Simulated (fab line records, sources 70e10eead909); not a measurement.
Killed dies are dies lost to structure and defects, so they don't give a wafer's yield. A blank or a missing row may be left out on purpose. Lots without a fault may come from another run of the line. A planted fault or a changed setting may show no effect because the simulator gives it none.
Which tool did it? | flow nand_harc | 6 lots, 18 wafers sampled, at 4 steps of a route of 1302

WHAT THE GAUGES READ, wafer by wafer
NHARC_A_ONON_D2_THK_MEAS_21: measures by ellipsometry.
lot  | measured     | on            | thk_nm (nm)
L217 | day 14 12:51 | film_metro-01 | 983 983 980
L224 | day 17 12:48 | film_metro-01 | 1674 1671 1672
L229 | day 19 12:56 | film_metro-02 | 1013 1012 1012
L232 | day 20 08:55 | film_metro-02 | 997 998 998
L234 | day 21 12:04 | film_metro-02 | 996 995 998
L236 | day 22 05:25 | film_metro-02 | 1012 1012 1012

WHICH TOOL RAN EACH LOT (tool, then ch and the chambers of the sampled wafers, then the start)
lot  | NHARC_A_CHANNEL_FILL_D1_ETCHBACK_20 | NHARC_A_CHANNEL_FILL_D1_STRIP_28   | NHARC_A_ONON_D2_DEP_19
L217 | rie_diel-13 ch 0,2, day 11 12:52    | rie_diel-13 ch 1,2,3, day 11 12:58 | pecvd_onon-04 ch 0, day 14 12:20
L224 | rie_diel-11 ch 1,2,3, day 14 12:37  | rie_diel-11 ch 1,2,3, day 14 12:43 | pecvd_onon-03 ch 0, day 17 12:20
L229 | rie_diel-03 ch 1,2,3, day 16 14:16  | rie_diel-03 ch 0,2, day 16 14:20   | pecvd_onon-01 ch 0, day 19 12:29
L232 | rie_diel-11 ch 1,2,3, day 17 15:19  | rie_diel-11 ch 0,1, day 17 15:25   | pecvd_onon-04 ch 0, day 20 08:25
L234 | rie_diel-11 ch 0,3, day 18 15:53    | rie_diel-11 ch 0,2, day 18 16:00   | pecvd_onon-04 ch 0, day 21 11:34
L236 | rie_diel-13 ch 1,2,3, day 19 08:46  | rie_diel-13 ch 1,2,3, day 19 08:52 | pecvd_onon-01 ch 0, day 22 04:54
- NHARC_A_CHANNEL_FILL_D1_ETCHBACK_20: etches the open film in C4F8/O2/Ar, target depth 27 nm, time 13.5 s.
- NHARC_A_CHANNEL_FILL_D1_STRIP_28: strips in O2, time 20 s.
- NHARC_A_ONON_D2_DEP_19: target thk 1000 nm.

THE ANSWER, worked out from the rows above alone
Rule: what is usual is taken from the lots themselves. Put in order of their means at a reading, lots are off if they are a third of the lots or fewer, leave a main group of 4 or more, and stand apart from it by a gap of 3 or more times the standard deviation of the main group's means; of several such gaps the widest counts. A main group whose means are all the same, to the digits that the tables above print for the reading, isn't used. A lot without any number at a reading at which 4 lots or more have one is off too. The other lots that the step has rows for count as sound.
Off: L224, at NHARC_A_ONON_D2_THK_MEAS_21 (thk_nm). The main group: mean 1000 nm, standard deviation 11.
A tool fits if, at a process step before that reading, it ran every lot that is off, and no sound lot after the first of them. The gauges at NHARC_A_ONON_D2_THK_MEAS_21 are tried like those tools. Can't be told from this: 2 tools fit, pecvd_onon-03 at NHARC_A_ONON_D2_DEP_19, film_metro-01 at NHARC_A_ONON_D2_THK_MEAS_21.

WHAT THE SIMULATOR HAD PUT IN
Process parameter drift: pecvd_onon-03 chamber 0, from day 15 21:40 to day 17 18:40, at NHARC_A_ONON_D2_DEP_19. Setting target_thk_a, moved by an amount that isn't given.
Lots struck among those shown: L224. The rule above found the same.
